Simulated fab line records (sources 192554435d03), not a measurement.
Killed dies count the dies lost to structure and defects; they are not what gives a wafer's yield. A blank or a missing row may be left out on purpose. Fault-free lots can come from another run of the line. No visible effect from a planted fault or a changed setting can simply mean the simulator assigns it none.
Chamber matching / flow n5_finfet / N5_BEOL_M4_ETCH_69 on rie_diel-03: 4 sister chambers
The step etches SiARC in CF4, target depth 15.6 nm, time 26 s. 4 wafers are shown with their chamber, then 8 later ones without.

== WAFERS, EACH WITH ITS CHAMBER ==
wafer=L081.1; chamber=3; showerhead_plenum_p_Torr (Torr)=2.04
wafer=L081.4; chamber=0; showerhead_plenum_p_Torr (Torr)=2.05
wafer=L081.5; chamber=1; showerhead_plenum_p_Torr (Torr)=2.11
wafer=L085.3; chamber=2; showerhead_plenum_p_Torr (Torr)=2.14

== WAFERS MISSING THEIR CHAMBER ==
wafer=L085.4; showerhead_plenum_p_Torr (Torr)=2.05
wafer=L085.5; showerhead_plenum_p_Torr (Torr)=2.04
wafer=L086.3; showerhead_plenum_p_Torr (Torr)=2.04
wafer=L086.5; showerhead_plenum_p_Torr (Torr)=2.05
wafer=L086.6; showerhead_plenum_p_Torr (Torr)=2.04
wafer=L092.1; showerhead_plenum_p_Torr (Torr)=2.04
wafer=L092.2; showerhead_plenum_p_Torr (Torr)=2.13
wafer=L092.4; showerhead_plenum_p_Torr (Torr)=2.04

== THE CHAMBER EACH PASSED THROUGH ==
wafer=L085.4; from the rows above=0; in truth=0
wafer=L085.5; from the rows above=3; in truth=3
wafer=L086.3; from the rows above=3; in truth=3
wafer=L086.5; from the rows above=0; in truth=0
wafer=L086.6; from the rows above=3; in truth=3
wafer=L092.1; from the rows above=3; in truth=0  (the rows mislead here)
wafer=L092.2; from the rows above=2; in truth=2
wafer=L092.4; from the rows above=3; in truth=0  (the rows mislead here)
Correctly placed: 6 of 8. Number that these rows cannot place: 0. 2 placed wrongly.
How it was worked out, from the rows above alone: a wafer's distance from a chamber is the root of the sum, over the readings, of the square of ((its reading less the chamber's mean) divided by the reading's scatter). If the next closest chamber is less than 2 further off than the closest, the wafer can't be placed; otherwise it belongs to the closest. The mean given for a chamber averages the wafers shown for that chamber. The scatter: root of mean squared gap, hidden wafer to nearest shown wafer, with one shown wafer a chamber.
